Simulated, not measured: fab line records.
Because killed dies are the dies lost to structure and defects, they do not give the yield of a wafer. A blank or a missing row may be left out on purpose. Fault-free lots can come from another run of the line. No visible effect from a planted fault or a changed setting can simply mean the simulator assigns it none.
Which tool was responsible? | flow n5-finfet | 11 lots with 33 wafers sampled at 5 steps, on a route of 1938 steps

## WHAT THE GAUGES READ, wafer by wafer
N5_BEOL_M10_CD_MEAS_18: pitch 140 nm, target cd 70 nm.
lot  | measured     | on        | cd-nm (nm)
L922 | day 11 11:55 | cd-sem-03 | 69.9 71.0 69.6
L923 | day 11 12:22 | cd-sem-03 | 70.7 70.4 70.6
L924 | day 11 18:37 | cd-sem-02 | 69.9 71.2 69.8
L926 | day 11 19:11 | cd-sem-02 | 69.3 70.8 69.2
L930 | day 13 00:38 | cd-sem-03 | 69.5 70.7 70.4
L931 | day 13 21:26 | cd-sem-03 | 68.8 70.3 71.4
L932 | day 14 02:42 | cd-sem-02 | 68.6 68.4 69.2
L935 | day 14 03:43 | cd-sem-03 | 69.7 69.6 70.5
L939 | day 15 05:14 | cd-sem-01 | 69.5 69.2 69.6
L941 | day 16 01:02 | cd-sem-03 | 70.5 69.0 69.5
L942 | day 16 21:13 | cd-sem-03 | 69.2 69.4 69.3

N5_BEOL_M10_CD_MEAS_28 targets a cd of 70 nm.
lot  | measured     | on        | cd-nm (nm)
L922 | day 11 12:27 | cd-sem-01 | 68.9 69.3 68.7
L923 | day 11 13:35 | cd-sem-02 | 68.6 67.6 67.6
L924 | day 11 19:01 | cd-sem-01 | 66.8 67.7 68.5
L926 | day 11 20:28 | cd-sem-03 | 68.9 70.0 69.4
L930 | day 13 01:01 | cd-sem-02 | 69.4 69.8 68.9
L931 | day 13 23:27 | cd-sem-03 | 60.9 62.4 62.4
L932 | day 14 03:17 | cd-sem-02 | 70.9 71.2 69.5
L935 | day 14 04:31 | cd-sem-03 | 64.2 63.4 63.9
L939 | day 15 05:49 | cd-sem-03 | 68.6 69.6 68.1
L941 | day 16 01:42 | cd-sem-03 | 68.9 68.8 70.3
L942 | day 16 23:20 | cd-sem-02 | 67.9 69.1 68.4

## WHAT TOOL EACH LOT RAN ON (gives the tool, then ch and the chambers of the sampled wafers, and finally the start)
lot  | N5_BEOL_M9_ANNEAL_51             | N5_BEOL_M10_HM_OPEN_17            | N5_BEOL_M10_EXPOSE_25
L922 | rtp-anneal-01 ch 0, day 11 06:47 | rie-metal-03 ch 0,1, day 11 11:38 | arfi-scanner-01 ch 0, day 11 12:19
L923 | rtp-anneal-02 ch 0, day 11 07:28 | rie-metal-02 ch 0, day 11 12:08   | arfi-scanner-02 ch 0, day 11 13:28
L924 | rtp-anneal-01 ch 0, day 11 15:06 | rie-metal-02 ch 1, day 11 18:24   | arfi-scanner-03 ch 0, day 11 18:54
L926 | rtp-anneal-02 ch 0, day 11 15:23 | rie-metal-03 ch 0,1, day 11 19:00 | arfi-scanner-02 ch 0, day 11 20:20
L930 | rtp-anneal-01 ch 0, day 12 20:56 | rie-metal-01 ch 0,1, day 13 00:26 | arfi-scanner-02 ch 0, day 13 00:53
L931 | rtp-anneal-02 ch 0, day 13 18:34 | rie-metal-01 ch 0,1, day 13 21:17 | arfi-scanner-02 ch 0, day 13 23:20
L932 | rtp-anneal-02 ch 0, day 13 21:32 | rie-metal-03 ch 0, day 14 02:22   | arfi-scanner-03 ch 0, day 14 03:10
L935 | rtp-anneal-01 ch 0, day 13 23:18 | rie-metal-02 ch 0,1, day 14 03:29 | arfi-scanner-02 ch 0, day 14 04:23
L939 | rtp-anneal-02 ch 0, day 15 01:58 | rie-metal-02 ch 0,1, day 15 04:45 | arfi-scanner-03 ch 0, day 15 05:42
L941 | rtp-anneal-02 ch 0, day 15 21:10 | rie-metal-02 ch 0,1, day 16 00:49 | arfi-scanner-01 ch 0, day 16 01:34
L942 | rtp-anneal-02 ch 0, day 16 16:50 | rie-metal-03 ch 0,1, day 16 21:02 | arfi-scanner-03 ch 0, day 16 23:12
- N5_BEOL_M9_ANNEAL_51: time 90 s.
- N5_BEOL_M10_HM_OPEN_17: chemistry Cl2/BCl3, target TiN, target depth 20 nm, overetch 6 nm.
- N5_BEOL_M10_EXPOSE_25: exposes mask V9.

## AS READ BY THE TOOLS THEMSELVES (means over the sampled wafers that have a number; for cases with no such wafer, the mark the record gives instead)
N5_BEOL_M9_ANNEAL_51.
lot  | tool          | anneal-temp-c (C) | wafer_temp_C_max
L922 | rtp-anneal-01 | 225.15            | 225.95
L923 | rtp-anneal-02 | 224.80            | 225.83
L924 | rtp-anneal-01 | 224.84            | 225.84
L926 | rtp-anneal-02 | 224.92            | 225.95
L930 | rtp-anneal-01 | 225.01            | 226.12
L931 | rtp-anneal-02 | 225.08            | 225.66
L932 | rtp-anneal-02 | 224.92            | 225.88
L935 | rtp-anneal-01 | 225.30            | 225.62
L939 | rtp-anneal-02 | 225.09            | 226.09
L941 | rtp-anneal-02 | 224.72            | 225.98
L942 | rtp-anneal-02 | 224.99            | 225.70

N5_BEOL_M10_HM_OPEN_17.
lot  | tool         | drypump-motor-current-A (A) | he-backside-leak-sccm (sccm) | oes-product-au (a.u.) | throttle-valve-pct (%)
L922 | rie-metal-03 | 5.1                         | 3.10                         | 0.58                  | 21.90
L923 | rie-metal-02 | 5.7                         | 3.45                         | 0.54                  | 22.50
L924 | rie-metal-02 | 5.4                         | 3.86                         | 0.72                  | 21.90
L926 | rie-metal-03 | 5.1                         | 3.31                         | 0.58                  | 21.91
L930 | rie-metal-01 | 6.1                         | 3.34                         | 0.71                  | 22.16
L931 | rie-metal-01 | 6.1                         | 3.43                         | 0.69                  | 22.18
L932 | rie-metal-03 | 4.7                         | 3.34                         | 0.59                  | 22.03
L935 | rie-metal-02 | 5.6                         | 3.32                         | 0.78                  | 22.06
L939 | rie-metal-02 | 5.6                         | 3.47                         | 0.75                  | 22.08
L941 | rie-metal-02 | 5.5                         | 3.56                         | 0.72                  | 21.99
L942 | rie-metal-03 | 5.1                         | 3.29                         | 0.65                  | 21.83

N5_BEOL_M10_EXPOSE_25.
lot  | tool            | exposure-dose-mJ-cm2
L922 | arfi-scanner-01 | 85.35
L923 | arfi-scanner-02 | 85.56
L924 | arfi-scanner-03 | 85.42
L926 | arfi-scanner-02 | 85.49
L930 | arfi-scanner-02 | 85.52
L931 | arfi-scanner-02 | 78.69
L932 | arfi-scanner-03 | 85.42
L935 | arfi-scanner-02 | 79.98
L939 | arfi-scanner-03 | 85.51
L941 | arfi-scanner-01 | 85.40
L942 | arfi-scanner-03 | 85.50

## THE ANSWER, worked out from the rows above alone
Rule: the lots themselves supply what counts as usual. Put in order of their means at a reading, lots are off if they are a third of the lots or fewer, leave a main group of 4 or more, and stand apart from it by a gap of 3 or more times the standard deviation of the main group's means; of several such gaps the widest counts. Not used: any main group whose means are identical at the precision the tables above print for the reading. Also off: a lot with no number at a reading for which 4 or more lots have one. All remaining lots with rows at the step are treated as sound. The gauges are gone through in route order, then the tools' own readings, and for those a lot's mean is taken as printed above. At the first step where some lot is off, the reading lying furthest off is the one used; lots without a number count as furthest.
Off, at N5_BEOL_M10_CD_MEAS_28 on cd-nm: L931, L935. For the main group the mean is 68.9 nm and the standard deviation 0.82.
If a tool, at a process step before that reading, ran all the lots that are off and no sound lot after the first of them, it fits. Not tried: the gauges at N5_BEOL_M10_CD_MEAS_28; whatever is off there is also off at N5_BEOL_M10_EXPOSE_25, on other tools, and gauge error can't account for it. One candidate fits, namely arfi-scanner-02 at N5_BEOL_M10_EXPOSE_25. A fault onset in the window from L930 (day 13 00:53, its last sound lot) to L931 (day 13 23:20, its first lot off) fits.
On the lots that are off, the tool's own readings at N5_BEOL_M10_EXPOSE_25 differ by more than 5 times the standard deviation of the sound lots' means, which bears it out; exposure-dose-mJ-cm2 reads 79.34 there versus 85.46 on the sound lots.

## WHAT THE SIMULATOR HAD PUT IN
Process parameters drifting: arfi-scanner-02 at N5_BEOL_M10_EXPOSE_25, beginning at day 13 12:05. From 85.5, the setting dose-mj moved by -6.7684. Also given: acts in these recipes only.
Struck lots among those shown: L931, L935. The rule above found the same.
